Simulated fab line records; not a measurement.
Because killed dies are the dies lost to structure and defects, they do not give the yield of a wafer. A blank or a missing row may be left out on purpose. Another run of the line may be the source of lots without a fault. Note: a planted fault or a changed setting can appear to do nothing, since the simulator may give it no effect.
fab line records	flow nandHarc
record lots=12	wafers=36	lastDay=34
route steps=1302 shown A_BONDPAD@1203 END@1302
lots untouched by any fault: they come from a run of this same line in which no faults occurred
startH: start of the lot's first displayed wafer, in hours after the record's first day	waitH: hours elapsed since this lot's preceding step	" identical to the entry in the row above	L1.1+2: one row covering several wafers at once	- no value present, or no start provided	* or withheld: withheld	< > ~ a bound
route shown NAME@n: a module of which the file shows steps, and the number in the route of the first	usual: average and standard deviation across the fault-free wafers	same: alike in all rows	chamber/n: place in a boat	sites: readings site by site	_std_site: the values' standard deviation	_edge_site: outer sites' mean less inner sites'	radiusMm: how far each site lies from the wafer's centre	mask NAME#n: copy n	behind: the tool/chamber that last shaped the wafer	hold: why the lot went on hold/how many hours it stayed there/how the hold came to an end	device: the n, p or np transistor that did not switch	end of line: tests run on the same wafers once the route is complete	for a step that has no rows: nothing shown but its recipe	killed: dies that structure and defects cost at the first sort, which is not the same as the wafer's yield	map: dies across one wafer; x = killed, . = not, _ = none there
set.NAME: the setting the step ran with; set.NAME@STEP: the setting that earlier step ran with	model.NAME: the simulator's own value behind a step, which no gauge read
route steps across a sampled set of lots; one table per step, one row per wafer
services: when a tool's chamber went out of use (startH, in hours from the record's first day, below 0 if earlier), for how many hours, and the reason
## steps
# step NHARC_A_BONDPAD_CMP_29
# recipe targetThkNm=200	material=SiCN
# usual edgeZonePressureFrac=1.000/0.0052	motorCurrentA=12.6/1.5
lot.wafer	tool	chamber	startH	waitH	edgeZonePressureFrac	motorCurrentA
L643.2	cmp-01	0	548.76	-	0.997	12.7
L643.4	"	1	"	"	1.005	11.6
L643.5	"	3	"	"	0.995	14.4
L646.3	cmp-01	0	565.24	0.3	1.003	13.2
L646.1	"	2	"	"	1.004	12.4
L646.5	"	0	"	"	0.993	13.4
L644.1	cmp-04	0	566.51	0.5	1.005	9.2
L644.2	"	2	"	"	0.989	13.4
L644.6	"	3	"	"	0.993	12.5
L654.3	cmp-02	2	656.15	-	1.001	12.8
L654.5	"	0	"	"	1.002	15.6
L654.6	"	1	"	"	0.996	14.1
L651.3	cmp-02	3	660.00	-	1.003	12.6
L651.2	"	0	"	"	1.010	15.3
L651.4	"	1	"	"	0.995	14.0
L655.4	cmp-04	3	665.66	-	0.995	12.0
L655.2	"	0	"	"	0.994	9.2
L655.6	"	3	"	"	1.004	12.1
L659.3	cmp-02	3	702.94	-	0.996	11.7
L659.1	"	0	"	"	0.998	13.9
L659.5	"	2	"	"	1.004	12.7
L660.4	cmp-01	1	709.88	-	0.995	12.3
L660.1	"	2	"	"	0.998	12.8
L660.5	"	1	"	"	0.991	11.7
L661.4	cmp-04	3	724.21	-	0.998	12.4
L661.2	"	0	"	"	1.000	9.1
L661.5	"	2	"	"	1.003	14.1
L662.4	cmp-04	0	731.00	-	1.001	9.0
L662.2	"	1	"	"	1.000	10.8
L662.5	"	2	"	"	0.995	13.8
L663.4	cmp-04	2	735.26	-	0.996	13.3
L663.6	"	2	"	"	0.996	13.1
L663.5	"	3	"	"	0.998	12.4
L665.1	cmp-02	2	774.93	-	0.995	12.3
L665.2	"	1	"	"	1.002	14.6
L665.5	"	3	"	"	1.007	12.3
# step NHARC_A_BONDPAD_ETCH_34
# recipe targetDepthA=600	overetchA=180	timeS=65.91	ionEnergyEv=200	n2FlowSccm=150	h2FlowSccm=150	arFlowSccm=0	rfW=400	biasW=150	chemistry=N2/H2
# usual drypumpMotorCurrentA=5.7/0.35	oesProductAu=0.998/0.01	rfVppV=430.3/2.3	showerheadPlenumPTorr=2.03/0.075	throttleValvePct=14.171/0.0086
lot.wafer	tool	chamber	startH	waitH	drypumpMotorCurrentA	oesProductAu	rfHoursCounterH	rfVppV	showerheadPlenumPTorr	throttleValvePct
L643.2	rieDiel-04	1	549.85	0.1	5.7	0.995	2	429.0	1.98	14.177
L643.4	"	3	"	"	5.5	1.012	2	431.5	2.08	14.172
L643.5	"	1	"	"	5.6	0.993	-	428.5	1.98	14.163
L646.3	rieDiel-08	2	566.41	0.1	5.2	1.006	1	427.4	1.92	14.164
L646.1	"	3	"	"	6.1	1.000	1	431.4	2.06	14.181
L646.5	"	0	"	"	5.7	0.999	-	433.4	2.11	14.159
L644.1	rieDiel-08	0	567.60	0.1	5.7	1.001	1	433.8	2.11	14.178
L644.2	"	1	"	"	5.6	1.003	1	430.2	2.04	14.180
L644.6	"	0	"	"	5.7	0.989	-	432.5	2.11	14.165
L654.3	rieDiel-08	2	657.11	0.1	5.1	1.006	3	428.3	1.92	14.172
L654.6	"	0	"	"	5.7	0.991	-	433.2	2.11	14.176
L654.5	"	1	"	"	5.7	0.994	-	429.7	2.04	14.176
L651.3	rieDiel-04	2	661.11	0.2	6.2	0.989	20	432.0	2.09	14.174
L651.2	"	0	"	"	5.6	1.007	19	425.7	1.91	14.178
L651.4	"	1	"	"	5.6	1.011	19	430.1	1.98	14.162
L655.2	rieDiel-08	1	666.79	0.1	5.7	1.001	4	429.8	2.04	14.183
L655.4	"	2	"	"	5.2	1.003	4	427.5	1.92	14.171
L655.6	"	0	"	"	5.7	0.983	-	433.2	2.11	14.158
L659.3	rieDiel-08	0	704.03	0.1	5.7	0.988	6	433.7	2.11	14.162
L659.1	"	1	"	"	5.6	1.001	5	431.0	2.04	14.165
L659.5	"	0	"	"	5.7	0.993	-	431.6	2.11	14.170
L660.1	rieDiel-08	3	710.84	0.1	6.2	0.987	5	431.9	2.05	14.175
L660.4	"	2	"	"	5.1	1.013	5	427.6	1.92	14.155
L660.5	"	0	"	"	5.7	0.996	-	432.8	2.11	14.172
L661.2	rieDiel-04	2	725.49	0.2	6.3	0.978	1	432.0	2.09	14.169
L661.4	"	3	"	"	5.5	1.002	1	431.0	2.06	14.186
L661.5	"	1	"	"	5.6	0.985	-	428.5	1.97	14.167
L662.2	rieDiel-08	0	732.07	0.1	5.7	1.009	0	432.8	2.11	14.179
L662.4	"	2	"	"	5.1	1.008	0	427.8	1.92	14.174
L662.5	"	3	"	"	6.2	0.990	-	430.9	2.05	14.185
L663.4	rieDiel-08	3	736.38	0.1	6.2	0.978	0	430.1	2.05	14.165
L663.6	"	3	"	"	6.2	0.979	-	430.1	2.05	14.173
L663.5	"	0	"	"	5.7	1.003	-	432.4	2.11	14.168
L665.1	rieDiel-08	2	776.05	0.1	5.2	1.015	1	427.2	1.91	14.169
L665.2	"	3	"	"	6.2	1.001	1	430.9	2.05	14.156
L665.5	"	1	"	"	5.6	0.988	-	431.0	2.04	14.179
# step NHARC_A_BONDPAD_DEGAS_25
# recipe tempC=300	timeS=60
# usual heaterPowerW=464/28
lot.wafer	tool	chamber	startH	waitH	heaterPowerW
L643.2	pvdSputter-02	-	550.72	-	429
L643.4	"	-	"	"	495
L643.5	"	-	"	"	472
L646.3	pvdSputter-02	-	567.25	-	486
L646.1	"	-	"	"	448
L646.5	"	-	"	"	480
L644.2	pvdSputter-01	-	568.45	-	449
L644.1	"	-	"	"	477
L644.6	"	-	"	"	483
L654.3	pvdSputter-02	-	657.96	-	454
L654.5	"	-	"	"	463
L654.6	"	-	"	"	426
L651.2	pvdSputter-02	-	661.96	-	447
L651.3	"	-	"	"	455
L651.4	"	-	"	"	486
L655.4	pvdSputter-03	-	667.64	-	432
L655.2	"	-	"	"	419
L655.6	"	-	"	"	466
L659.1	pvdSputter-02	-	704.89	-	432
L659.3	"	-	"	"	472
L659.5	"	-	"	"	430
L660.4	pvdSputter-02	-	711.71	-	494
L660.1	"	-	"	"	451
L660.5	"	-	"	"	429
L661.4	pvdSputter-03	-	726.51	-	549
L661.2	"	-	"	"	441
L661.5	"	-	"	"	552
L662.2	pvdSputter-01	-	732.91	-	488
L662.4	"	-	"	"	451
L662.5	"	-	"	"	481
L663.4	pvdSputter-01	-	737.30	-	447
L663.6	"	-	"	"	485
L663.5	"	-	"	"	493
L665.1	pvdSputter-02	-	776.90	-	448
L665.2	"	-	"	"	498
L665.5	"	-	"	"	438
# step NHARC_A_BONDPAD_CMP_19
# recipe tOverpolishS=30	cuRecessTouchS=16	targetThkNm=169.82
# usual cuRecessTouchS=16/0	edgeZonePressureFrac=1.000/0.0054	motorCurrentA=12.3/1.7	overpolishRunS=30.001/0.0096
lot.wafer	tool	chamber	startH	waitH	cuRecessTouchS	edgeZonePressureFrac	motorCurrentA	overpolishRunS
L643.4	cmp-04	3	551.84	-	16	1.004	11.7	30.001
L643.2	"	0	"	"	16	1.015	9.5	30.006
L643.5	"	1	"	"	16	1.000	11.4	29.983
L646.1	cmp-01	2	568.33	-	16	0.992	12.9	29.993
L646.3	"	0	"	"	16	1.002	13.4	29.998
L646.5	"	2	"	"	16	0.995	13.0	30.008
L644.2	cmp-02	2	569.53	-	16	0.999	12.3	29.994
L644.1	"	0	"	"	16	0.998	15.3	29.972
L644.6	"	3	"	"	16	0.994	11.7	30.009
L654.3	cmp-01	0	659.38	-	-	-	-	-
L654.5	"	3	"	"	-	-	-	-
L654.6	"	0	"	"	-	-	-	-
L651.4	cmp-04	2	663.05	-	-	-	-	-
L651.3	"	0	"	"	-	-	-	-
L651.2	"	1	"	"	-	-	-	-
L655.4	cmp-04	3	668.77	-	-	-	-	-
L655.2	"	0	"	"	-	-	-	-
L655.6	"	2	"	"	-	-	-	-
L659.3	cmp-02	3	705.96	-	16	1.011	13.0	29.981
L659.1	"	1	"	"	16	0.998	13.7	30.008
L659.5	"	0	"	"	16	0.998	15.5	30.011
L660.4	cmp-04	0	713.01	-	16	0.999	8.5	30.000
L660.1	"	2	"	"	16	1.008	12.3	29.995
L660.5	"	0	"	"	16	0.999	9.2	29.983
L661.2	cmp-04	3	727.58	-	16	1.001	11.7	29.992
L661.4	"	0	"	"	16	1.000	8.9	30.012
L661.5	"	0	"	"	16	0.997	9.1	30.001
L662.2	cmp-02	0	733.99	-	16	0.997	15.2	30.015
L662.4	"	2	"	"	16	0.999	12.2	30.006
L662.5	"	1	"	"	16	1.001	13.5	29.990
L663.4	cmp-01	1	738.45	-	16	1.006	11.9	29.992
L663.6	"	2	"	"	16	0.999	13.4	30.023
L663.5	"	3	"	"	16	0.996	14.0	30.003
L665.1	cmp-04	1	778.03	-	16	1.009	11.7	29.994
L665.2	"	2	"	"	16	0.988	12.4	29.990
L665.5	"	3	"	"	16	0.999	12.5	30.007
# step NHARC_A_BONDPAD_THK_MEAS_20
# recipe thkMeasGauge=xrf
# usual thkNm=170.1/1.5
lot.wafer	tool	chamber	startH	waitH	hold	thkNm
L643.2	filmMetro-02	-	552.11	-	-	171.2
L643.4	"	-	"	"	-	169.0
L643.5	"	-	"	"	-	168.2
L646.1	filmMetro-01	-	568.65	-	-	171.3
L646.3	"	-	"	"	-	169.5
L646.5	"	-	"	"	-	169.8
L644.1	filmMetro-02	-	569.85	-	-	169.8
L644.2	"	-	"	"	-	171.0
L644.6	"	-	"	"	-	169.4
L654.3	filmMetro-01	-	659.67	0.3	awaitDispo/0.2h/release	403.2
L654.5	"	-	"	"	awaitDispo/0.2h/release	404.9
L654.6	"	-	"	"	awaitDispo/0.2h/release	397.3
L654.3	filmMetro-01	-	659.84	0.2	-	403.7
L654.5	"	-	"	"	-	405.1
L654.6	"	-	"	"	-	397.2
L651.2	filmMetro-02	-	663.37	0.2	awaitDispo/0.2h/release	400.4
L651.3	"	-	"	"	awaitDispo/0.2h/release	396.5
L651.4	"	-	"	"	awaitDispo/0.2h/release	406.7
L651.2	filmMetro-02	-	663.56	0.2	-	398.5
L651.3	"	-	"	"	-	396.3
L651.4	"	-	"	"	-	405.3
L655.2	filmMetro-01	-	669.03	0.2	awaitDispo/0.2h/release	399.1
L655.4	"	-	"	"	awaitDispo/0.2h/release	397.6
L655.6	"	-	"	"	awaitDispo/0.2h/release	401.3
L655.2	filmMetro-01	-	669.21	0.2	-	400.4
L655.4	"	-	"	"	-	395.2
L655.6	"	-	"	"	-	402.1
L659.1	filmMetro-02	-	706.29	-	-	170.8
L659.3	"	-	"	"	-	168.9
L659.5	"	-	"	"	-	169.0
L660.1	filmMetro-01	-	713.33	-	-	170.2
L660.4	"	-	"	"	-	166.9
L660.5	"	-	"	"	-	170.4
L661.2	filmMetro-01	-	727.90	-	-	171.5
L661.4	"	-	"	"	-	169.1
L661.5	"	-	"	"	-	171.0
L662.2	filmMetro-01	-	734.32	-	-	168.3
L662.4	"	-	"	"	-	168.0
L662.5	"	-	"	"	-	169.8
L663.4	filmMetro-01	-	738.69	-	-	171.3
L663.5	"	-	"	"	-	170.5
L663.6	"	-	"	"	-	170.7
L665.1	filmMetro-02	-	778.30	-	-	169.3
L665.2	"	-	"	"	-	168.6
L665.5	"	-	"	"	-	168.3
# step NHARC_END_SORT_01
# recipe tempC=25
# usual defectLimitedYield=91.8/2.5	killedAtArray=51/17	killedAtOther=1.0/1.2	killedAtPeriphery=3.4/2.5	killedDies=56/17	killedOpen=3.3/2.1	killedShort=2.6/1.6	sort_bin_2_pct=2.8/1.1	sort_bin_3_pct=0.6/0.34	sort_bin_4_pct=4.9/1.5	sortNPass=621/17	sortRimYieldPct=93/4	sortYieldPct=91.8/2.5
# same grossDies=677	sort_bin_5_pct[%]=0	sort_bin_6_pct[%]=0	sort_bin_7_pct[%]=0	sort_bin_8_pct[%]=0	sortRimNGross=106.00
lot.wafer	tool	chamber	startH	waitH	defectLimitedYield[%]	killedAtArray	killedAtOther	killedAtPeriphery	killedDies	killedOpen	killedShort	sort_bin_2_pct[%]	sort_bin_3_pct[%]	sort_bin_4_pct[%]	sortNPass	sortRimYieldPct[%]	sortYieldPct[%]
L643.2	prober-01	0	581.94	2.8	89.2	67	2	4	73	2	6	3.7	0.4	6.6	604	95	89.2
L643.4	prober-01	0	583.56	3.4	91.6	51	1	5	57	7	2	1.9	0.7	5.8	620	84	91.6
L643.5	prober-01	0	584.36	3.7	91.4	55	0	3	58	10	1	2.5	0.6	5.5	619	91	91.4
L646.1	prober-02	0	598.77	2.5	92.5	48	1	2	51	5	3	2.4	0.4	4.7	626	84	92.5
L646.3	prober-02	0	600.39	3.1	93.5	35	0	9	44	2	1	1.5	0.6	4.4	633	90	93.5
L646.5	prober-02	0	602.02	3.8	94.2	34	1	4	39	3	3	2.2	0.3	3.2	638	90	94.2
L644.1	prober-01	0	598.86	2.6	92.8	43	0	6	49	5	1	1.8	0.4	5.0	628	92	92.8
L644.2	prober-01	0	599.66	2.9	92.8	41	4	4	49	4	1	2.4	0.4	4.4	628	98	92.8
L644.6	prober-01	0	602.85	4.0	92.9	44	1	3	48	1	2	1.8	0.4	4.9	629	97	92.9
L659.1	prober-02	0	737.58	2.6	89.1	70	2	2	74	2	2	4.4	1.3	5.2	603	96	89.1
L659.3	prober-02	0	739.16	3.1	88.9	74	1	0	75	1	3	3.7	0.7	6.6	602	92	88.9
L659.5	prober-02	0	740.74	3.7	91.0	56	2	3	61	6	1	2.8	0.3	5.9	616	90	91.0
L660.1	prober-01	0	741.20	2.5	91.1	55	3	2	60	3	3	2.4	0.7	5.8	617	95	91.1
L660.4	prober-01	0	743.61	3.4	91.6	51	3	3	57	4	2	3.0	0.3	5.2	620	97	91.6
L660.5	prober-01	0	744.42	3.7	91.1	58	2	0	60	1	1	2.2	0	6.6	617	97	91.1
L661.2	prober-01	0	762.22	2.8	92.0	52	1	1	54	3	2	2.1	0.1	5.8	623	93	92.0
L661.4	prober-01	0	763.82	3.4	95.7	24	1	4	29	2	1	1.0	0.6	2.7	648	92	95.7
L661.5	prober-01	0	764.62	3.7	92.3	48	0	4	52	2	1	1.9	0.3	5.5	625	99	92.3
L662.2	prober-01	0	770.02	2.8	93.2	40	2	4	46	4	1	1.9	0.4	4.4	631	96	93.2
L662.4	prober-01	0	771.62	3.4	94.7	31	1	4	36	1	3	2.4	0.3	2.7	641	96	94.7
L662.5	prober-01	0	772.43	3.7	93.9	39	0	2	41	0	2	1.5	0.4	4.1	636	95	93.9
L663.4	prober-01	0	779.38	3.4	90.1	61	3	3	67	4	3	4.0	0.7	5.2	610	88	90.1
L663.5	prober-01	0	780.17	3.7	91.0	56	2	3	61	5	1	2.5	0.4	6.1	616	92	91.0
L663.6	prober-01	0	780.97	4.0	91.1	54	3	3	60	3	0	2.2	0.9	5.8	617	94	91.1
L665.1	prober-01	0	811.25	2.5	87.9	76	1	5	82	5	2	4.4	1.2	6.5	595	90	87.9
L665.2	prober-01	0	812.04	2.8	88.3	74	0	5	79	1	3	4.6	0.6	6.5	598	91	88.3
L665.5	prober-01	0	814.41	3.7	90.5	60	1	3	64	3	3	3.1	1.0	5.3	613	92	90.5
# killed by level:class
L643.2 A_CHANNEL_HOLE_D1:chamberFilmFlake=35 A_SLIT:chamberFilmFlake=14 A_CHANNEL_HOLE_D2:chamberFilmFlake=10 P_M1:geometricParticle:short=2 A_STAIRCASE:chamberFilmFlake=2 THIN_TSV:chamberFilmFlake=2 P_STI:geometricParticle:short=1 A_ONON_D1:geometricParticle:open=1
L643.4 A_SLIT:chamberFilmFlake=17 A_CHANNEL_HOLE_D1:chamberFilmFlake=9 A_CHANNEL_HOLE_D2:chamberFilmFlake=7 A_SGD_CUT:chamberFilmFlake=3 A_CONTACT:chamberFilmFlake=3 A_CHANNEL_FILL_D1:chamberFilmFlake=2 A_STAIRCASE:chamberFilmFlake=2 P_CONTACT:geometricParticle:open=1
L643.5 A_SLIT:chamberFilmFlake=23 A_CHANNEL_HOLE_D1:chamberFilmFlake=10 A_CHANNEL_HOLE_D2:chamberFilmFlake=4 A_CONTACT:chamberFilmFlake=4 P_CONTACT:geometricParticle:open=2 A_CONTACT:geometricParticle:open=2 A_BLC:geometricParticle:open=2 A_SGD_CUT:chamberFilmFlake=2
L646.1 A_CHANNEL_HOLE_D1:chamberFilmFlake=13 A_CHANNEL_HOLE_D2:chamberFilmFlake=9 A_CONTACT:chamberFilmFlake=9 A_STAIRCASE:chamberFilmFlake=7 A_BLC:geometricParticle:open=2 P_M0:geometricParticle:open=1 A_DECK1_JOINT:geometricParticle:short=1 A_DECK1_JOINT:geometricParticle:open=1
L644.1 A_SLIT:chamberFilmFlake=20 A_STAIRCASE:chamberFilmFlake=7 A_CHANNEL_HOLE_D2:chamberFilmFlake=4 A_CONTACT:chamberFilmFlake=4 P_M0:geometricParticle:open=2 P_CONTACT:chamberFilmFlake=2 A_ZERO_WELL:chamberFilmFlake=2 A_WL_FILL:chamberFilmFlake=2
L644.2 A_SLIT:chamberFilmFlake=20 A_STAIRCASE:chamberFilmFlake=7 A_CHANNEL_HOLE_D2:chamberFilmFlake=5 THIN_TSV:chamberFilmFlake=4 P_CONTACT:chamberFilmFlake=3 A_CONTACT:chamberFilmFlake=3 P_M1:geometricParticle:open=1 A_ONON_D1:geometricParticle:short=1
L646.3 A_CHANNEL_HOLE_D2:chamberFilmFlake=12 A_CHANNEL_HOLE_D1:chamberFilmFlake=9 A_CONTACT:chamberFilmFlake=6 P_STI:chamberFilmFlake=4 P_ZERO_WELL:chamberFilmFlake=2 A_DECK1_JOINT:chamberFilmFlake=2 P_M1:geometricParticle:open=1 P_M2:geometricParticle:open=1
L646.5 A_CHANNEL_HOLE_D1:chamberFilmFlake=12 A_CHANNEL_HOLE_D2:chamberFilmFlake=7 A_CONTACT:chamberFilmFlake=6 A_STAIRCASE:chamberFilmFlake=3 P_CONTACT:chamberFilmFlake=2 P_M1:geometricParticle:open=1 A_CHANNEL_HOLE_D2:geometricParticle:open=1 A_CHANNEL_FILL_D2:geometricParticle:short=1
L644.6 A_SLIT:chamberFilmFlake=22 A_STAIRCASE:chamberFilmFlake=10 A_CHANNEL_HOLE_D2:chamberFilmFlake=5 A_CONTACT:chamberFilmFlake=3 A_CHANNEL_FILL_D1:chamberFilmFlake=2 P_GATE:geometricParticle:short=1 P_CONTACT:geometricParticle:short=1 A_CHANNEL_HOLE_D1:geometricParticle:open=1
L659.1 A_CHANNEL_HOLE_D1:chamberFilmFlake=30 A_CHANNEL_HOLE_D2:chamberFilmFlake=22 A_CONTACT:chamberFilmFlake=9 P_ZERO_WELL:chamberFilmFlake=2 A_SLIT:chamberFilmFlake=2 A_CHANNEL_HOLE_D1:geometricParticle:open=1 A_CHANNEL_FILL_D1:geometricParticle:short=1 A_DECK1_JOINT:geometricParticle:short=1
L659.3 A_CHANNEL_HOLE_D1:chamberFilmFlake=30 A_CHANNEL_HOLE_D2:chamberFilmFlake=20 A_CONTACT:chamberFilmFlake=11 A_SLIT:chamberFilmFlake=5 A_WL_FILL:chamberFilmFlake=3 A_ONON_D2:geometricParticle:short=1 A_ONON_D2:geometricParticle:open=1 A_SGD_CUT:geometricParticle:short=1
L659.5 A_CHANNEL_HOLE_D2:chamberFilmFlake=25 A_CHANNEL_HOLE_D1:chamberFilmFlake=16 A_CONTACT:chamberFilmFlake=8 THIN_TSV:chamberFilmFlake=2 P_GATE:geometricParticle:open=1 P_CONTACT:geometricParticle:open=1 P_M2:geometricParticle:open=1 A_CHANNEL_HOLE_D1:geometricParticle:open=1
L660.1 A_SLIT:chamberFilmFlake=23 A_CHANNEL_HOLE_D1:chamberFilmFlake=18 A_WL_FILL:chamberFilmFlake=3 A_CHANNEL_FILL_D1:geometricParticle:short=2 A_STAIRCASE:chamberFilmFlake=2 A_CHANNEL_FILL_D1:chamberFilmFlake=2 THIN_TSV:chamberFilmFlake=2 P_CONTACT:geometricParticle:open=1
L660.4 A_SLIT:chamberFilmFlake=31 A_CHANNEL_HOLE_D1:chamberFilmFlake=13 P_CONTACT:geometricParticle:open=2 A_DECK1_JOINT:geometricParticle:short=2 A_STAIRCASE:chamberFilmFlake=2 THIN_TSV:chamberFilmFlake=2 P_M0:geometricParticle:open=1 A_ONON_D1:geometricParticle:open=1
L660.5 A_SLIT:chamberFilmFlake=36 A_CHANNEL_HOLE_D1:chamberFilmFlake=10 A_STAIRCASE:chamberFilmFlake=7 A_CHANNEL_FILL_D2:geometricParticle:short=1 A_CONTACT:geometricParticle:open=1 A_CHANNEL_FILL_D1:chamberFilmFlake=1 A_WL_FILL:chamberFilmFlake=1 A_CONTACT:chamberFilmFlake=1
L661.2 A_CHANNEL_HOLE_D1:chamberFilmFlake=33 A_SLIT:chamberFilmFlake=6 A_STAIRCASE:chamberFilmFlake=4 A_CONTACT:chamberFilmFlake=4 A_CHANNEL_HOLE_D1:geometricParticle:short=1 A_CHANNEL_FILL_D2:geometricParticle:open=1 A_WL_FILL:geometricParticle:short=1 A_M0:geometricParticle:open=1
L661.4 A_CONTACT:chamberFilmFlake=8 A_CHANNEL_HOLE_D1:chamberFilmFlake=7 A_STAIRCASE:chamberFilmFlake=3 A_SLIT:chamberFilmFlake=2 A_WL_FILL:chamberFilmFlake=2 P_M1:geometricParticle:open=1 A_CHANNEL_FILL_D1:geometricParticle:short=1 A_M0:geometricParticle:open=1
L661.5 A_CHANNEL_HOLE_D1:chamberFilmFlake=29 A_CONTACT:chamberFilmFlake=9 P_ZERO_WELL:chamberFilmFlake=3 A_STAIRCASE:chamberFilmFlake=3 A_CHANNEL_HOLE_D2:chamberFilmFlake=2 A_STAIRCASE:geometricParticle:open=1 A_SGD_CUT:geometricParticle:short=1 A_M1:geometricParticle:open=1
L662.2 A_CHANNEL_HOLE_D1:chamberFilmFlake=14 A_SLIT:chamberFilmFlake=9 A_CONTACT:chamberFilmFlake=4 A_BONDPAD:chamberFilmFlake=3 A_CHANNEL_HOLE_D2:chamberFilmFlake=2 A_STAIRCASE:chamberFilmFlake=2 A_WL_FILL:chamberFilmFlake=2 THIN_TSV:chamberFilmFlake=2
L662.4 A_CHANNEL_HOLE_D1:chamberFilmFlake=12 A_BONDPAD:chamberFilmFlake=7 A_SLIT:chamberFilmFlake=4 A_CONTACT:chamberFilmFlake=3 A_STAIRCASE:chamberFilmFlake=3 P_M2:chamberFilmFlake=2 P_STI:geometricParticle:open=1 A_ONON_D1:geometricParticle:short=1
L662.5 A_CHANNEL_HOLE_D1:chamberFilmFlake=11 A_SLIT:chamberFilmFlake=8 A_BONDPAD:chamberFilmFlake=7 A_CONTACT:chamberFilmFlake=6 A_STAIRCASE:chamberFilmFlake=4 A_ONON_D2:geometricParticle:short=1 A_SGD_CUT:geometricParticle:short=1 P_ZERO_WELL:chamberFilmFlake=1
L663.4 A_CHANNEL_HOLE_D2:chamberFilmFlake=25 A_CHANNEL_HOLE_D1:chamberFilmFlake=12 A_STAIRCASE:chamberFilmFlake=6 A_SLIT:chamberFilmFlake=3 THIN_TSV:chamberFilmFlake=3 A_WL_FILL:geometricParticle:short=2 A_SGD_CUT:chamberFilmFlake=2 P_CONTACT:chamberFilmFlake=2
L663.5 A_CHANNEL_HOLE_D2:chamberFilmFlake=24 A_CHANNEL_HOLE_D1:chamberFilmFlake=13 A_STAIRCASE:chamberFilmFlake=6 A_BONDPAD:chamberFilmFlake=4 THIN_TSV:chamberFilmFlake=2 A_SGD_CUT:chamberFilmFlake=2 A_CONTACT:chamberFilmFlake=2 P_GATE:geometricParticle:open=1
L663.6 A_CHANNEL_HOLE_D2:chamberFilmFlake=21 A_CHANNEL_HOLE_D1:chamberFilmFlake=14 A_SLIT:chamberFilmFlake=4 A_STAIRCASE:chamberFilmFlake=4 A_DECK1_JOINT:chamberFilmFlake=3 A_CONTACT:chamberFilmFlake=3 THIN_TSV:chamberFilmFlake=3 A_SGD_CUT:chamberFilmFlake=2
L665.1 A_SLIT:chamberFilmFlake=36 A_CONTACT:chamberFilmFlake=13 A_CHANNEL_HOLE_D1:chamberFilmFlake=9 A_STAIRCASE:chamberFilmFlake=5 A_ZERO_WELL:chamberFilmFlake=3 A_DECK1_JOINT:chamberFilmFlake=3 A_CHANNEL_HOLE_D2:chamberFilmFlake=3 P_CONTACT:geometricParticle:open=1
L665.2 A_SLIT:chamberFilmFlake=37 A_STAIRCASE:chamberFilmFlake=14 A_CHANNEL_HOLE_D1:chamberFilmFlake=10 A_CONTACT:chamberFilmFlake=7 P_GATE:chamberFilmFlake=2 P_M0:geometricParticle:open=1 A_CHANNEL_HOLE_D1:geometricParticle:short=1 A_CONTACT:geometricParticle:short=1
L665.5 A_SLIT:chamberFilmFlake=23 A_STAIRCASE:chamberFilmFlake=12 A_CHANNEL_HOLE_D1:chamberFilmFlake=9 A_CONTACT:chamberFilmFlake=9 A_ONON_D1:geometricParticle:short=2 P_M1:geometricParticle:open=1 P_M2:geometricParticle:open=1 A_CONTACT:geometricParticle:open=1
## services
tool	chamber	startH	hours	kind
cmp-02	-	528.66	4.0	pm
rieDiel-08	-	544.80	9.0	pm
cmp-02	-	558.11	0.5	repair
cmp-02	-	561.12	0.3	repair
cmp-01	-	574.23	0.4	repair
cmp-04	-	575.50	0.9	repair
cmp-01	-	577.62	4.0	pm
pvdSputter-02	-	578.47	1.1	repair
rieDiel-08	-	580.02	0.4	repair
cmp-02	-	590.27	3.7	repair
cmp-02	-	604.23	1.3	repair
cmp-04	-	605.75	4.0	pm
cmp-02	-	626.66	4.0	pm
cmp-01	-	635.76	1.3	repair
pvdSputter-02	-	638.00	10.0	pm
cmp-02	-	650.17	2.3	repair
cmp-04	-	658.90	1.7	repair
cmp-01	-	675.62	4.0	pm
cmp-01	-	701.20	0.8	repair
cmp-04	-	703.75	4.0	pm
pvdSputter-02	-	717.65	22.4	repair
rieDiel-08	-	721.80	9.0	pm
cmp-02	-	724.66	4.0	pm
cmp-04	-	741.34	0.4	repair
## key
firstSign step=NHARC_A_BONDPAD_CMP_19	reading=toolRecord	direction=missing
effect step=NHARC_A_BONDPAD_THK_MEAS_20	reading=visit	direction=added
effect step=NHARC_A_BONDPAD_THK_MEAS_20	reading=thkNm	direction=up	sigmas=99+	usual=170.1	struck=400.8
metAt NHARC_A_BONDPAD_CMP_19
struckLots L651,L654,L655
scrappedBehind NHARC_A_BONDPAD_THK_MEAS_20 L651.2,L651.3,L651.4,L654.3,L654.5,L654.6,L655.2,L655.4,L655.6
notActingAt NHARC_A_BONDPAD_CMP_29,NHARC_A_BONDPAD_ETCH_34,NHARC_A_BONDPAD_DEGAS_25
onsetBetween 568.33 659.38
fault kind=skippedStepWhole	tool=cmp-01,cmp-04	chamber=-	onsetH=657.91	steps=NHARC_A_BONDPAD_CMP_19	scope=struckLotsOnly
